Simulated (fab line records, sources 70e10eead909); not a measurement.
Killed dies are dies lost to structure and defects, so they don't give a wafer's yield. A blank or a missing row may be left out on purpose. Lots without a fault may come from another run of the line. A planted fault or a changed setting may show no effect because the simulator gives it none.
Which tool did it? | flow nand_harc | 14 lots, 42 wafers sampled, at 3 steps of a route of 1159

WHAT THE GAUGES READ, wafer by wafer
NHARC_P_CONTACT_INSPECT_14. Usual: raw_defect_count 3.8, standard deviation 2.1.
lot  | measured     | on                | raw_defect_count | flag
L754 | day 5 14:01  | defect_inspect-01 | 1 1 4            |
L755 | day 5 21:45  | defect_inspect-01 | 3 6 4            |
L756 | day 6 04:29  | defect_inspect-01 | 2 5 3            |
L766 | day 8 20:02  | defect_inspect-02 | 2 4 3            |
L768 | day 9 03:14  | defect_inspect-01 | 1 3 2            |
L767 | day 9 03:59  | defect_inspect-02 | 2 3 4            |
L770 | day 9 21:35  | defect_inspect-02 | 5 8 4            |
L772 | day 10 00:50 | defect_inspect-02 | 6 7 9            |
L771 | day 10 02:47 | defect_inspect-02 | 6 2 1            |
L773 | day 10 06:31 | defect_inspect-02 | 1 1 3            |
L774 | day 10 14:28 | defect_inspect-02 | 5 2 6            |
L775 | day 10 20:52 | defect_inspect-02 | 4 4 2            |
L776 | day 10 22:56 | defect_inspect-02 | 5 5 1            |
L777 | day 11 02:32 | defect_inspect-02 | 5 2 1            |

WHICH TOOL RAN EACH LOT (tool, then ch and the chambers of the sampled wafers, then the start)
lot  | NHARC_P_GATE_DESCUM_93             | NHARC_P_CONTACT_CMP_01
L754 | rie_diel-03 ch 2,3, day 5 09:11    | cmp-02 ch 0,1, day 5 13:10
L755 | rie_diel-12 ch 0,1, day 5 17:05    | cmp-04 ch 1,2,3, day 5 20:51
L756 | rie_diel-12 ch 0,3, day 5 23:41    | cmp-04 ch 2,3, day 6 03:31
L766 | rie_diel-03 ch 0,1,3, day 8 15:11  | cmp-04 ch 1,2,3, day 8 19:08
L768 | rie_diel-12 ch 2,3, day 8 21:29    | cmp-02 ch 2,3, day 9 02:17
L767 | rie_diel-03 ch 2,3, day 8 21:58    | cmp-04 ch 0,2,3, day 9 03:05
L770 | rie_diel-08 ch 2,3, day 9 16:33    | cmp-03 ch 0,2, day 9 20:45
L772 | rie_diel-12 ch 0,1, day 9 20:10    | cmp-04 ch 0,2, day 9 23:55
L771 | rie_diel-03 ch 2,3, day 9 22:15    | cmp-02 ch 0,3, day 10 01:57
L773 | rie_diel-12 ch 0,1, day 10 01:20   | cmp-04 ch 1,3, day 10 05:33
L774 | rie_diel-08 ch 0,1, day 10 09:50   | cmp-04 ch 0,1,2, day 10 13:35
L775 | rie_diel-03 ch 1,2, day 10 16:11   | cmp-03 ch 0,1, day 10 19:55
L776 | rie_diel-03 ch 0,2, day 10 18:08   | cmp-04 ch 0,2,3, day 10 21:59
L777 | rie_diel-03 ch 0,2,3, day 10 21:55 | cmp-04 ch 0,2,3, day 11 01:37
- NHARC_P_GATE_DESCUM_93: chemistry O2, time 3 s.
- NHARC_P_CONTACT_CMP_01: polishes SiO2, target thk 200 nm.

WHAT THE TOOLS THEMSELVES READ (means of the sampled wafers that have a number; where no wafer has one, the mark that the record gives instead)
NHARC_P_GATE_DESCUM_93. Usual: drypump_motor_current_A 5.9 A, standard deviation 0.4; mfc_ar_sccm 0.002 sccm, standard deviation 0.0063; o2_flow_sccm 200.0 sccm, standard deviation 0.56; oes_product_au 1.002 a.u., standard deviation 0.008; rf_vpp_V 57.6 V, standard deviation 0.81; showerhead_plenum_p_Torr 1.91 Torr, standard deviation 0.074; throttle_valve_pct 11.310 %, standard deviation 0.0082.
lot  | tool        | drypump_motor_current_A (A) | mfc_ar_sccm (sccm) | o2_flow_sccm (sccm) | oes_product_au (a.u.) | rf_vpp_V (V) | showerhead_plenum_p_Torr (Torr) | throttle_valve_pct (%) | flag
L754 | rie_diel-03 | 6.3                         | 0.000              | 200.4               | 1.001                 | 57.6         | 1.83                            | 11.311                 |
L755 | rie_diel-12 | 6.1                         | 0.003              | 200.3               | 1.007                 | 57.6         | 1.99                            | 11.319                 |
L756 | rie_diel-12 | 6.0                         | 0.000              | 200.0               | 1.005                 | 58.1         | 2.00                            | 11.311                 |
L766 | rie_diel-03 | 6.1                         | 0.000              | 200.3               | 0.994                 | 58.4         | 1.94                            | 11.316                 |
L768 | rie_diel-12 | 5.5                         | 0.006              | 200.0               | 0.996                 | 56.9         | 1.89                            | 11.309                 |
L767 | rie_diel-03 | 6.4                         | 0.000              | 199.4               | 1.004                 | 58.1         | 1.87                            | 11.307                 |
L770 | rie_diel-08 | 5.4                         | 0.000              | 200.4               | 1.006                 | 56.7         | 1.81                            | 11.310                 |
L772 | rie_diel-12 | 6.0                         | 0.006              | 199.6               | 1.001                 | 58.1         | 1.94                            | 11.308                 |
L771 | rie_diel-03 | 6.4                         | 0.000              | 199.3               | 0.997                 | 57.3         | 1.86                            | 11.312                 |
L773 | rie_diel-12 | 6.0                         | 0.006              | 199.8               | 1.006                 | 57.3         | 1.94                            | 11.313                 |
L774 | rie_diel-08 | 5.9                         | 0.019              | 200.3               | 1.005                 | 57.6         | 1.97                            | 11.311                 |
L775 | rie_diel-03 | 6.0                         | 0.000              | 199.3               | 0.985                 | 57.5         | 1.86                            | 11.315                 |
L776 | rie_diel-03 | 6.1                         | 0.000              | 199.6               | 0.995                 | 58.1         | 1.86                            | 11.307                 |
L777 | rie_diel-03 | 6.3                         | 0.000              | 199.8               | 1.013                 | 56.5         | 1.86                            | 11.320                 |

NHARC_P_CONTACT_CMP_01. Usual: edge_zone_pressure_frac 1.000, standard deviation 0.005; motor_current_A 12.1 A, standard deviation 1.5.
lot  | tool   | edge_zone_pressure_frac | motor_current_A (A) | flag
L754 | cmp-02 | 0.998                   | 11.4                |
L755 | cmp-04 | 1.001                   | 11.6                |
L756 | cmp-04 | 1.001                   | 12.1                |
L766 | cmp-04 | -                       | -                   | OFF
L768 | cmp-02 | 1.001                   | 11.2                |
L767 | cmp-04 | -                       | -                   | OFF
L770 | cmp-03 | 0.997                   | 11.7                |
L772 | cmp-04 | 1.001                   | 14.0                |
L771 | cmp-02 | 1.005                   | 12.9                |
L773 | cmp-04 | 1.003                   | 11.2                |
L774 | cmp-04 | 1.000                   | 12.7                |
L775 | cmp-03 | 0.997                   | 12.4                |
L776 | cmp-04 | 0.998                   | 13.2                |
L777 | cmp-04 | 1.004                   | 12.6                |

THE ANSWER, worked out from the rows above alone
Rule: a lot is off if the mean of its wafers that have a number lies more than 3 standard deviations from the usual mean. A lot without any number at a reading at which 4 lots or more have one is off too. The other lots that the step has rows for count as sound. The gauges are gone through in route order, then the tools' own readings, and for those a lot's mean is taken as printed above. The first step at which some lot is off is used, and at that step the reading that is off furthest; a lot without a number counts as furthest.
Off: L766, L767, at NHARC_P_CONTACT_CMP_01 (edge_zone_pressure_frac). Without a number there: L766, L767.
A tool fits if, at that step or a process step before it, it ran every lot that is off, and no sound lot after the first of them. None of those tried fits.

WHAT THE SIMULATOR HAD PUT IN
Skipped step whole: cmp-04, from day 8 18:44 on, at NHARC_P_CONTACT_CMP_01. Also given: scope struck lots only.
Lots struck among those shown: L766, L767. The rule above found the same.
